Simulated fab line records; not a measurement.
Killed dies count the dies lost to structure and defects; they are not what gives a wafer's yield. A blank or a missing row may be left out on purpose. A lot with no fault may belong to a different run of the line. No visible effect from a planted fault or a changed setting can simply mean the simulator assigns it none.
fab line records	flow n5Finfet
record: lots: 6	wafers: 18	lastDay: 16
route steps=1938 shown BEOL_M3@999 BEOL_M4@1021 PASSIVATION@1936
lots that met no fault: taken from a fault-free run of the same line
startH: start of the lot's first displayed wafer, in hours after the record's first day	waitH: how many hours have passed since the lot's step before this one	" unchanged from the row above	L1.1+2: several wafers, shown together as one row	- no value, or no start was given	* or withheld: withheld	< > ~ a bound
route shown NAME@n: NAME is a module with steps in the file, n the number in the route of the first one	usual: mean and standard deviation over wafers with no fault	same: alike in all rows	chamber/n: place in a boat	sites: per-site readings	_std_site: how widely they spread, as a standard deviation	_edge_site: mean of outer sites minus mean of inner sites	radiusMm: how far each site lies from the wafer's centre	mask NAME#n: copy n	behind: tool/chamber where the wafer was last shaped	hold: why the lot went on hold/how many hours it stayed there/how the hold came to an end	device: whichever transistor did not switch (one of n, p or np)	end of line: the route-end tests of the same wafers	a step with no rows: only its recipe	killed: at the first sort, the dies lost to defects and structure; wafer yield is something else	map: dies across one wafer; x = killed, . = not, _ = none there
set.NAME: the setting as run; set.NAME@STEP: as run at that earlier step	model.NAME: the simulator's own value behind a step, which no gauge read
a table for each step, a row for each wafer; lots at some steps of the route
services: the hour from which a tool's chamber was out of use, counted from the record's first day as startH (under 0 if before that day), plus the number of hours and why
== steps ==
step: N5_BEOL_M3_ANNEAL_82
recipe: tempC: 400	timeS: 240	ambient: vacuum
step: N5_BEOL_M3_SPUTTER_86
recipe: material: Cu	targetThkA: 45	tempC: -20	chamberPressurePa: 0.07	powerW: withheld	timeS: 8.29
step: N5_BEOL_M3_ANNEAL_87
recipe: tempC: 400	timeS: 240	ambient: vacuum
step: N5_BEOL_M3_SPUTTER_88
recipe: material: Cu	targetThkA: 45	tempC: -20	chamberPressurePa: 0.07	powerW: withheld	timeS: 8.29
step: N5_BEOL_M3_ANNEAL_89
recipe: tempC: 400	timeS: 240	ambient: vacuum
usual: heaterPowerW: 820/57
lot.wafer	tool	chamber	startH	waitH	heaterPowerW
L851.1	pvdSputter-02	-	152.06	0.0	801
L851.2	"	-	"	"	912
L851.5	"	-	"	"	766
L854.1	pvdSputter-02	-	166.75	0.0	815
L854.3	"	-	"	"	904
L854.4	"	-	"	"	891
L858.1	pvdSputter-03	-	187.62	0.0	865
L858.4	"	-	"	"	770
L858.6	"	-	"	"	905
L863.1	pvdSputter-01	-	234.73	0.0	761
L863.3	"	-	"	"	848
L863.4	"	-	"	"	767
L865.4	pvdSputter-02	-	257.34	0.0	932
L865.5	"	-	"	"	927
L865.6	"	-	"	"	784
L867.2	pvdSputter-02	-	262.10	0.0	758
L867.4	"	-	"	"	830
L867.6	"	-	"	"	794
step: N5_BEOL_M3_SPUTTER_90
recipe: material: Cu	targetThkA: 45	tempC: -20	chamberPressurePa: 0.07	powerW: withheld	timeS: 8.29
step: N5_BEOL_M3_ANNEAL_91
recipe: tempC: 400	timeS: 240	ambient: vacuum
step: N5_BEOL_M3_SPUTTER_92
recipe: material: Cu	targetThkA: 45	tempC: -20	chamberPressurePa: 0.07	powerW: withheld	timeS: 8.29
step: N5_BEOL_M3_ANNEAL_93
recipe: tempC: 400	timeS: 240	ambient: vacuum
step: N5_BEOL_M3_SPUTTER_94
recipe: material: Cu	targetThkA: 45	tempC: -20	chamberPressurePa: 0.07	powerW: withheld	timeS: 8.29
step: N5_BEOL_M3_ANNEAL_95
recipe: tempC: 400	timeS: 240	ambient: vacuum
step: N5_BEOL_M3_SPUTTER_96
recipe: material: Cu	targetThkA: 45	tempC: -20	chamberPressurePa: 0.07	powerW: withheld	timeS: 8.29
usual: substrateTempC: -20.01/0.099	throttleValvePct: 30.2/0.94
lot.wafer	tool	chamber	startH	waitH	substrateTempC	throttleValvePct
L851.1	pvdSputter-02	-	152.86	0.1	-19.95	30.1
L851.2	"	-	"	"	-20.02	31.8
L851.5	"	-	"	"	-20.14	29.6
L854.1	pvdSputter-02	-	167.55	0.1	-20.05	29.8
L854.3	"	-	"	"	-20.03	31.8
L854.4	"	-	"	"	-20.02	30.1
L858.1	pvdSputter-03	-	188.42	0.1	-19.77	29.0
L858.4	"	-	"	"	-19.99	31.4
L858.6	"	-	"	"	-19.89	29.1
L863.1	pvdSputter-01	-	235.53	0.1	-20.23	31.8
L863.3	"	-	"	"	-20.09	30.4
L863.4	"	-	"	"	-19.95	28.7
L865.4	pvdSputter-02	-	258.14	0.1	-20.20	30.0
L865.5	"	-	"	"	-20.20	30.0
L865.6	"	-	"	"	-19.88	29.4
L867.2	pvdSputter-02	-	262.90	0.1	-19.96	29.5
L867.4	"	-	"	"	-19.97	29.8
L867.6	"	-	"	"	-20.09	30.2
step: N5_BEOL_M3_ECD_50
recipe: material: Cu	targetThkA: 3000
lot.wafer	tool	chamber	startH	waitH
L851.1+2+5	ecdCu-02	1,0,1	152.98	0.1
L854.1+3+4	ecdCu-01	1,1,0	167.67	0.1
L858.1+4+6	ecdCu-01	0,1,0	188.54	0.1
L863.1+3+4	ecdCu-01	0,1,0	235.64	0.1
L865.4+5+6	ecdCu-01	1,1,0	258.27	0.1
L867.2+4+6	ecdCu-02	0,1,0	263.01	0.1
step: N5_BEOL_M3_ANNEAL_51
recipe: tempC: 225	timeS: 90	ambient: N2
usual: wafer_temp_C_max: 226.13/0.29
lot.wafer	tool	chamber	startH	waitH	wafer_temp_C_max
L851.1	rtpAnneal-02	0	153.12	0.1	225.67
L851.2	"	0	"	"	226.02
L851.5	"	0	"	"	225.50
L854.1	rtpAnneal-02	0	167.75	0.1	225.93
L854.3	"	0	"	"	226.04
L854.4	"	0	"	"	226.00
L858.1	rtpAnneal-01	0	188.62	0.1	226.02
L858.4	"	0	"	"	226.68
L858.6	"	0	"	"	226.63
L863.1	rtpAnneal-02	0	235.72	0.1	226.09
L863.3	"	0	"	"	226.02
L863.4	"	0	"	"	226.24
L865.4	rtpAnneal-01	0	258.47	0.2	226.10
L865.5	"	0	"	"	226.42
L865.6	"	0	"	"	226.29
L867.2	rtpAnneal-02	0	263.14	0.1	225.67
L867.4	"	0	"	"	225.98
L867.6	"	0	"	"	225.88
step: N5_BEOL_M3_CMP_52
recipe: stopOn: SiOC	tOverpolishS: 6.8	downForcePsi: 1	platenRpm: 50	clearingPlatenDownForcePsi: 1.5	clearingPlatenRpm: 50	postCmpClean: cuAlkaline	targetThkNm: 40	clearingPlatenPadVelocityMS: 0.99484	padVelocityMS: 0.99484
step: N5_BEOL_M3_THK_MEAS_53
recipe: thkMeasGauge: xrf	reads: Cu_of_BEOL_M3_ECD_50
usual: M3_THK: 40.3/2
lot.wafer	tool	chamber	startH	waitH	M3_THK[nm]
L851.1	filmMetro-02	-	153.71	-	39.0
L851.2	"	-	"	"	38.6
L851.5	"	-	"	"	40.5
L854.1	filmMetro-01	-	168.34	-	40.1
L854.3	"	-	"	"	38.4
L854.4	"	-	"	"	44.0
L858.1	filmMetro-01	-	189.22	-	41.7
L858.4	"	-	"	"	39.0
L858.6	"	-	"	"	41.2
L863.1	filmMetro-02	-	236.31	-	37.6
L863.3	"	-	"	"	39.6
L863.4	"	-	"	"	43.1
L865.4	filmMetro-02	-	258.93	-	42.1
L865.5	"	-	"	"	43.8
L865.6	"	-	"	"	43.7
L867.2	filmMetro-02	-	263.68	-	40.2
L867.4	"	-	"	"	42.0
L867.6	"	-	"	"	40.6
step: N5_BEOL_M3_PRE_CLEAN_60
recipe: gas: NH3/H2	timeS: 15	tempC: *	rfPowerW: 300
step: N5_BEOL_M3_CO_CAP_55
recipe: material: Co	targetThkA: 20	tempC: 200	precursor: CCTBA/H2	pressureTorr: 30	timeS: 102.1
step: N5_BEOL_M3_PRE_CLEAN_56
recipe: gas: NH3	timeS: 15	tempC: withheld	rfPowerW: 300
step: N5_BEOL_M3_DEP_57
recipe: material: SiCN	targetThkA: 80	tempC: withheld	precursor: 3MS/NH3	pressureTorr: 3	rfW: 202	timeS: 14
step: N5_BEOL_M3_RS_MEAS_58
recipe: thkMeasGauge: four-point-probe	reads: Co_of_BEOL_M3_CO_CAP_55+Cu_of_BEOL_M3_ECD_50+Co_of_BEOL_M3_CVD_47+TaN_of_BEOL_M3_ALD_84
usual: M3_RS: 0.66/0.043
lot.wafer	tool	chamber	startH	waitH	M3_RS[ohm/sq]
L851.1	filmMetro-02	-	153.97	0.0	0.70
L851.2	"	-	"	"	0.70
L851.5	"	-	"	"	0.66
L854.1	filmMetro-02	-	168.60	0.0	0.66
L854.3	"	-	"	"	0.69
L854.4	"	-	"	"	0.59
L858.1	filmMetro-01	-	189.48	0.0	0.63
L858.4	"	-	"	"	0.69
L858.6	"	-	"	"	0.64
L863.1	filmMetro-01	-	236.57	0.0	0.74
L863.3	"	-	"	"	0.69
L863.4	"	-	"	"	0.62
L865.4	filmMetro-01	-	259.19	0.0	0.62
L865.5	"	-	"	"	0.59
L865.6	"	-	"	"	0.59
L867.2	filmMetro-01	-	263.94	0.1	0.66
L867.4	"	-	"	"	0.63
L867.6	"	-	"	"	0.65
step: N5_BEOL_M4_ILD_DEP_00
recipe: material: SiOC	targetThkA: 790	tempC: 350	precursor: DEMS/O2	pressureTorr: 5	rfW: 500	timeS: 15.3
step: N5_BEOL_M4_THK_MEAS_01
recipe: reads: SiOC_of_BEOL_M4_ILD_DEP_00
usual: M4_ILD_THK: 78.7/1.1
lot.wafer	tool	chamber	startH	waitH	M4_ILD_THK[nm]
L851.1	filmMetro-02	-	154.12	0.1	78.4
L851.2	"	-	"	"	77.0
L851.5	"	-	"	"	79.9
L854.1	filmMetro-02	-	168.73	0.0	77.3
L854.3	"	-	"	"	78.0
L854.4	"	-	"	"	78.1
L858.1	filmMetro-02	-	189.61	0.0	77.6
L858.4	"	-	"	"	78.3
L858.6	"	-	"	"	79.3
L863.1	filmMetro-01	-	236.70	0.0	77.8
L863.3	"	-	"	"	77.7
L863.4	"	-	"	"	79.4
L865.4	filmMetro-02	-	259.32	0.0	78.3
L865.5	"	-	"	"	79.2
L865.6	"	-	"	"	78.5
L867.2	filmMetro-02	-	264.07	0.1	78.3
L867.4	"	-	"	"	80.3
L867.6	"	-	"	"	79.8
step: N5_BEOL_M4_PECVD_72
recipe: material: SiO2	targetThkA: 160	tempC: 400	precursor: TEOS/O2	pressureTorr: 5.5	rfW: 450	teosFlowSccm: 53.8	gas: O2	flowSccm: 3000	timeS: 18
step: N5_BEOL_M4_HM_DEP_02
recipe: material: TiN	targetThkA: 200	tempC: 25	chamberPressurePa: 0.49996
usual: substrateTempC: 25.01/0.1	throttleValvePct: 30.3/1
lot.wafer	tool	chamber	startH	waitH	substrateTempC	throttleValvePct
L851.1	pvdSputter-03	-	154.60	0.4	25.07	31.7
L851.2	"	-	"	"	24.84	29.4
L851.5	"	-	"	"	25.22	30.5
L854.1	pvdSputter-01	-	168.82	0.0	25.06	31.7
L854.3	"	-	"	"	24.98	28.6
L854.4	"	-	"	"	24.98	30.3
L858.1	pvdSputter-02	-	191.31	1.6	24.83	29.8
L858.4	"	-	"	"	25.08	31.8
L858.6	"	-	"	"	24.94	29.5
L863.1	pvdSputter-03	-	237.74	1.0	25.07	31.4
L863.3	"	-	"	"	24.85	29.2
L863.4	"	-	"	"	25.11	29.5
L865.4	pvdSputter-01	-	259.80	0.4	25.00	30.3
L865.5	"	-	"	"	24.96	31.5
L865.6	"	-	"	"	25.08	28.7
L867.2	pvdSputter-02	-	267.82	3.7	25.00	30.0
L867.4	"	-	"	"	25.07	30.1
L867.6	"	-	"	"	24.86	30.2
step: N5_BEOL_M4_COAT_61
recipe: resist: SOC	tempC: 250	timeS: 60	spinRpm: 1500	resistThkNm: 60
step: N5_BEOL_M4_COAT_62
recipe: resist: SiARC	tempC: 220	timeS: 60	spinRpm: 1500	resistThkNm: 12
step: N5_BEOL_M4_COAT_73
recipe: resist: underlayer	tempC: 205	timeS: 60	spinRpm: 1500	resistThkNm: 5
step: N5_BEOL_M4_COAT_05
recipe: resist: CAR-EUV	spinRpm: 1500	resistThkNm: 30
step: N5_BEOL_M4_EBR_07
recipe: solvent: PGMEA	ebrWidthMm: 1.5
step: N5_BEOL_M4_SOFTBAKE_06
recipe: tempC: 110	timeS: 60	resist: CAR-EUV
step: N5_BEOL_M4_EXPOSE_08
recipe: maskId: M4	na: 0.33	sourceShape: dipole	sigmaInner: 0.369	sigmaOuter: 0.767	polarization: unpolarized	doseMj: 41.25
step: N5_BEOL_M4_PEB_09
recipe: pebTempC: 100	pebTimeS: 60	resist: CAR-EUV
step: N5_BEOL_M4_DEVELOP_10
recipe: developTimeS: 30	developer: TMAH	resist: CAR-EUV	rinseLiquid: surfactantRinse	dry: airSpin	devTempC: 23
step: N5_BEOL_M4_CD_MEAS_11
recipe: targetCdNm: 16.79	landingEnergyEv: 500	detector: seInlens	polarity: opening
usual: cdNm: 16.9/0.36
lot.wafer	tool	chamber	startH	waitH	cdNm
L851.1	cdSem-02	0	155.12	-	16.8
L851.2	"	0	"	"	17.0
L851.5	"	0	"	"	17.2
L854.1	cdSem-02	0	169.34	-	16.9
L854.3	"	0	"	"	16.7
L854.4	"	0	"	"	16.8
L858.1	cdSem-02	0	191.72	-	17.1
L858.4	"	0	"	"	17.2
L858.6	"	0	"	"	16.9
L863.1	cdSem-01	0	238.26	-	16.7
L863.3	"	0	"	"	17.3
L863.4	"	0	"	"	17.0
L865.4	cdSem-02	0	260.20	-	17.1
L865.5	"	0	"	"	17.0
L865.6	"	0	"	"	17.2
L867.2	cdSem-03	0	268.21	-	17.1
L867.4	"	0	"	"	17.3
L867.6	"	0	"	"	16.6
step: N5_BEOL_M4_OVL_MEAS_12
recipe: pointsPerWafer: 522
usual: M4_OVL: -0.4/0.74
lot.wafer	tool	chamber	startH	waitH	M4_OVL[nm]
L851.1	overlay-02	0	155.15	0.0	0.3
L851.2	"	0	"	"	1.2
L851.5	"	0	"	"	0.4
L854.1	overlay-02	0	169.37	0.0	-0.6
L854.3	"	0	"	"	0.4
L854.4	"	0	"	"	-0.5
L858.1	overlay-01	0	191.75	0.0	-0.1
L858.4	"	0	"	"	0.2
L858.6	"	0	"	"	-0.2
L863.1	overlay-02	0	238.29	0.0	-1.0
L863.3	"	0	"	"	-0.4
L863.4	"	0	"	"	-0.3
L865.4	overlay-02	0	260.24	0.0	-0.6
L865.5	"	0	"	"	-1.1
L865.6	"	0	"	"	-0.2
L867.2	overlay-02	0	268.25	0.0	-0.7
L867.4	"	0	"	"	-0.5
L867.6	"	0	"	"	-1.0
step: N5_BEOL_M4_DESCUM_16
recipe: chemistry: O2	timeS: 7	sourcePowerW: 50	biasPowerW: 20	pressureMtorr: 20	rfFrequencyHz: 2.712e+07	tempC: 40	resist: CAR-EUV	o2FlowSccm: 225
step: N5_BEOL_M4_ETCH_74
recipe: chemistry: N2/H2	target: underlayer	targetDepthA: 65	maskMaterial: CAR-EUV	timeS: 5.2	ionEnergyEv: 200	pressureMtorr: 30	sourceW: 840	biasW: 150	n2FlowSccm: 200	h2FlowSccm: 200	ends: cleared
step: N5_BEOL_M4_ETCH_63
recipe: chemistry: CF4	target: SiARC	targetDepthA: 156	maskMaterial: CAR-EUV	timeS: 26	ionEnergyEv: 80	pressureMtorr: 40	sourceW: 545	biasW: 36	Ar_flow_sccm: 100	cf4FlowSccm: 100	ends: cleared
usual: drypumpMotorCurrentA: 5.7/0.41	etchRfOnTimeS: 25.9/0.84	oesProductAu: 0.71/0.085	rfVppV: 184.4/1.1	showerheadPlenumPTorr: 2.17/0.055	throttleValvePct: 15.54/0.23
lot.wafer	tool	chamber	startH	waitH	drypumpMotorCurrentA	etchRfOnTimeS	oesProductAu	rfHoursCounterH	rfVppV	showerheadPlenumPTorr	throttleValvePct
L851.1	rieDiel-04	2	155.29	0.0	5.9	26.2	0.70	99	186.0	2.25	15.72
L851.2	"	1	"	"	5.4	25.9	0.62	222	184.5	2.20	15.76
L851.5	"	3	"	"	5.3	25.0	0.63	-	184.1	2.12	15.93
L854.1	rieDiel-06	2	169.53	0.0	6.4	26.3	0.81	10	184.8	2.18	15.26
L854.3	"	3	"	"	5.7	25.6	0.77	18	185.2	2.18	15.27
L854.4	"	2	"	"	6.4	26.0	0.82	-	184.8	2.18	15.26
L858.1	rieDiel-05	3	192.05	0.0	6.1	26.4	0.59	239	183.1	2.11	15.86
L858.4	"	3	"	"	6.1	26.2	0.58	-	184.8	2.11	15.85
L858.6	"	0	"	"	5.4	27.7	0.76	-	182.9	2.10	15.41
L863.1	rieDiel-06	2	238.56	0.0	6.4	26.3	0.77	35	185.0	2.17	15.31
L863.3	"	1	"	"	6.5	24.7	0.81	22	184.8	2.20	15.29
L863.4	"	0	"	"	5.4	26.9	0.57	231	182.2	2.05	15.89
L865.4	rieDiel-04	0	260.42	0.0	5.3	25.7	0.77	-	185.8	2.18	15.50
L865.5	"	2	"	"	5.8	26.0	0.66	-	186.3	2.24	15.77
L865.6	"	1	"	"	5.4	25.7	0.82	-	185.0	2.19	15.32
L867.2	rieDiel-06	0	268.39	0.0	5.3	27.1	0.56	239	181.7	2.05	15.90
L867.4	"	1	"	"	6.5	25.2	0.79	30	183.9	2.20	15.32
L867.6	"	2	"	"	6.4	26.1	0.76	-	185.3	2.16	15.33
step: N5_BEOL_M4_ETCH_64
recipe: chemistry: N2/H2	target: SOC	targetDepthA: 750	overetchA: 225	maskMaterial: SiARC	tempC: 40	timeS: 121.9	ionEnergyEv: 200	pressureMtorr: 30	sourceW: 840	biasW: 150	n2FlowSccm: 200	h2FlowSccm: 200
step: N5_PASSIVATION_PROBE_49
usual: defectLimitedYield: 91.1/1.3	killed_at_M0_to_M3: 32/9.7	killed_at_M4_up: 16/6	killedAtContacts: 12/5.9	killedAtFrontEnd: 41/11	killedAtOther: 4/3.1	killedDies: 104/16	killedOnRim: 14/4	killedOpen: 68/12	killedShort: 34/7.4	sort_bin_5_function: 5.1/0.85	sort_bin_6_memory: 3.3/0.66	sort_bin_8_speed: 0.1/0.53	sortNPass: 1075/16	sortYieldPct: 91.1/1.4
same: grossDies: 1180	killedAtBackSide: 0	sort_bin_4_leakage[%]: 0
lot.wafer	tool	chamber	startH	waitH	defectLimitedYield[%]	killed_at_M0_to_M3	killed_at_M4_up	killedAtContacts	killedAtFrontEnd	killedAtOther	killedDies	killedOnRim	killedOpen	killedShort	sort_bin_5_function[%]	sort_bin_6_memory[%]	sort_bin_8_speed[%]	sortNPass	sortYieldPct[%]
L863.1	prober-01	-	367.56	0.0	69.2	293	8	2	52	9	364	54	68	31	19.5	9.2	0	816	69.2
L863.3	prober-01	-	367.66	0.1	68.0	329	8	5	33	3	378	54	57	24	19.3	11.4	0	802	68.0
L863.4	prober-01	-	367.71	0.2	70.5	290	10	4	40	4	348	40	60	22	17.8	10.7	0	832	70.5
L865.4	prober-01	-	370.73	0.2	70.7	274	13	15	44	0	346	54	57	29	18.1	9.9	0	834	70.7
L865.5	prober-01	-	370.78	0.2	71.6	283	26	5	21	0	335	51	44	20	16.4	10.2	0	845	71.6
L865.6	prober-01	-	370.83	0.3	69.2	294	17	7	46	0	364	50	63	31	19.7	9.2	0	816	69.2
killed by level:class
L863.1 BEOL_M3:unspecified=258 FIN_SAQP:geometricParticle:open=16 BEOL_M2:geometricParticle:open=11 FIN_SAQP:geometricParticle:short=10 BEOL_M0:geometricParticle:open=7 GATE_CUT:geometricParticle:open=7 BEOL_M0_SAQP:geometricParticle:open=6 HKMG_FIN:areaEtch=6
L863.3 BEOL_M3:unspecified=297 FIN_SAQP:geometricParticle:open=12 BEOL_M1:geometricParticle:open=8 FIN_SAQP:geometricParticle:short=7 BEOL_M2:geometricParticle:open=6 BEOL_M0_SAQP:geometricParticle:open=5 STI_FIN_REVEAL:geometricParticle:open=4 BEOL_M0:geometricParticle:open=4
L863.4 BEOL_M3:unspecified=266 FIN_SAQP:geometricParticle:open=13 ILD0:geometricParticle:open=6 GATE_CUT:geometricParticle:open=6 BEOL_M0_SAQP:geometricParticle:short=6 BEOL_M2:geometricParticle:open=6 BEOL_M0_SAQP:geometricParticle:open=5 BEOL_M4:geometricParticle:open=5
L865.4 BEOL_M3:unspecified=258 FIN_SAQP:geometricParticle:open=18 MOL_CONTACT_COAG:geometricParticle:open=13 FIN_SAQP:geometricParticle:short=11 BEOL_M0_SAQP:geometricParticle:short=5 STI_FIN_REVEAL:geometricParticle:open=4 BEOL_M4:geometricParticle:open=4 STARTING-WAFER:geometricParticle:short=4
L865.5 BEOL_M3:unspecified=269 BEOL_M4:geometricParticle:open=12 FIN_SAQP:geometricParticle:open=8 BEOL_M4:geometricParticle:short=6 BEOL_M2:geometricParticle:open=4 FIN_SAQP:geometricParticle:short=3 STI_FIN_REVEAL:geometricParticle:open=3 MOL_CONTACT_COAG:geometricParticle:open=3
L865.6 BEOL_M3:unspecified=268 FIN_SAQP:geometricParticle:open=15 FIN_SAQP:geometricParticle:short=10 MOL_CONTACT_COAG:geometricParticle:open=7 BEOL_M1:geometricParticle:open=7 BEOL_M2:geometricParticle:open=7 BEOL_M4:geometricParticle:short=5 BEOL_M5:geometricParticle:open=4
map L863.3 (x killed, . not)
_________________...x.xxx....________________
______________x.xx......xx.xx.x._____________
___________....x.x..x.xxx.x..xx.xxx__________
__________...xxx.xx.x.....x...x....._________
________...x.x...xxx...x....x.xx.....x_______
_______..x...........xx.x..xx..x..x....______
______.x...x....x...x.x..x..x....x.x.xxx_____
_____.....x...xxxxx.....xx..x.x..x.x.x...____
____.x......x..x...x..xxx..x...x.x.......x___
___xx.......xx..x..x.x..............x......__
___.x.....x.x.x....x.......x.....x.x.......__
__.xxx..x.xx.........x.x..........x.x.x....._
__x..xxx.xx..x..x.xxx..xxxx.xx.x.xx.....x..._
_x...x..x...x..x......x..x.xx.x...xx..x......
_x.x...x..x.......xxx..x.x..x...x....x....xx.
_xx.xx....xxx......xx...xx...x.x....xx.......
_xx.......x.xx.....xx..xx..xx.x....xxx.x.....
_x.....x...x.xx.x.xx.x..x.............xx.....
_.....x.....x..x.x...xx...xx.....x........x..
_xx..x.x..x.x.....x.xxx..........x.xx..xxx...
_..x....x..x......xx.x.....x...x.x...xx...x..
__.x......x.x.xx..x...x..x.x..x..x......x..._
__..xx....x.xx..x...x...x..xx...xx....xx.x.._
___xx..x...x...x....x.x................x.x.__
___x..x.x.x...x..xx.x.......x.....x.....x..__
____xx.....x.xx....x.x....x.......x..x...x___
_____xxx.x...x..x.x......x...xx.x...x.x..____
______x...xxxx..xx.x...xxxx...x.xx....xx_____
_______.x..x..x..x....x..x..xx.x.xxxx.x______
________.xxx....xx.x.xxx......xx...x.x_______
__________...x...x..x..x.x.x......xx_________
___________.xx...x.x.....x.....xx..__________
______________.x......x....x...._____________
_________________....x.x...x.________________
map L865.6 (x killed, . not)
_________________..x....x....________________
______________....x.x..xx....x.._____________
___________..xxxx.....xx.x.x....xx.__________
__________.x.x.....x...x.......xx..._________
________x.xx..x..xxx.x....xxx..xx....x_______
_______..x..x.xx...x......x.x..........______
______......x.x..x.....x....x.xx....xxx._____
_____xx...x..x.....x.x.xx..x.xx...xxx..xx____
____xxxx.....xx.x........x..x.xx.....x....___
___............x..x......xxx..xx.x..x..x..x__
___..x.....x..x..x...x.....xxxxx....x.xxx..__
__......x..x.x.....x.xx.xxxxx.xxx.x..x.xx..._
__........x..xx..........x....x...x..xx....x_
_.x...x...xx...x...x.x.xxx...xxx....x.......x
_.......xxx...x..x...x.x.x..x......x..xx.....
_xxxxx.....x.xx.....xx...xxx.x...x...x.......
_x..xx...x..........x......xx.x.x....x...xx..
_...................xx.........xx...xx.x..xx.
_x...x..x.xx.xxx..xx.....x........xx....xx.xx
_..x...x.x.xx.x.xx..x..x...x....x.x...x..x...
_.....x.xxx.x......xx.x.x.xx.....x...x.......
__.x.x....x......x.x...........x...x.......x_
__xx.xx....x...x.x.x..x..x......x.x.xx..x..._
___.x..x.x..x.xxx...x..xxx..x...x........xx__
___.....x.x......xx..x.x..xx...x..x....x...__
____.x..xx......xx..xx.x...x.x....x....x.x___
_____xxx..xx...x...x.xxx..x.x..........x.____
______.....x..x....x..xxxx....x..x..x..._____
_______....x........xx....x.x.x.x....x.______
________xxxx....x.........x..x....x.x._______
__________...x....................x._________
___________.x..xx.x.x...x....x..x.x__________
______________x......x.....xx..._____________
_________________.x..x.x....x________________
== services ==
tool	chamber	startH	hours	kind
ecdCu-02	-	136.71	2.0	repair
rtpAnneal-01	-	151.01	1.8	pm
rieDiel-06	1	163.37	-	clean
rieDiel-06	1	163.37	-	consumableReplace:focusRing
rieDiel-06	1	163.37	11.2	scheduledDown
rieDiel-06	1	163.37	11.2	ventCycle
rieDiel-05	0	167.07	5.0	repair
rieDiel-04	2	175.54	3.6	repair
rieDiel-05	1	183.42	12.0	repair
rieDiel-04	0	197.28	-	clean
rieDiel-04	0	197.28	-	consumableReplace:focusRing
rieDiel-04	0	197.28	12.2	scheduledDown
rieDiel-04	0	197.28	12.2	ventCycle
rieDiel-05	-	205.16	0.7	repair
rieDiel-05	-	218.37	0.1	repair
rieDiel-04	1	229.60	-	clean
rieDiel-04	1	229.60	-	consumableReplace:focusRing
rieDiel-04	1	229.60	21.3	scheduledDown
rieDiel-04	1	229.60	21.3	ventCycle
rieDiel-05	3	242.46	40.9	repair
rieDiel-04	3	250.90	-	clean
rieDiel-04	3	250.90	-	consumableReplace:focusRing
rieDiel-04	1	252.29	3.0	repair
ecdCu-02	-	254.18	1.9	repair
== key ==
firstSign: step: N5_PASSIVATION_PROBE_49	reading: killed_at_M0_to_M3	direction: up	sigmas: 27	usual: 32	struck: 294
effect: step: N5_PASSIVATION_PROBE_49	reading: killedDies	direction: up	sigmas: 16	usual: 104	struck: 356
moreKillsBornAt: N5_BEOL_M3_ECD_50@ecdCu-01: 1616
metAt N5_BEOL_M3_ECD_50
struckWafers L863.1,L863.3,L863.4,L865.4,L865.5,L865.6
onsetBetween 188.54 235.64
fault: kind: chamberParticleSource	tool: ecdCu-01	chamber: -	onsetH: 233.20	steps: N5_BEOL_M3_ECD_50	ratePerVisitCm2: 0.50756	endH: 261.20
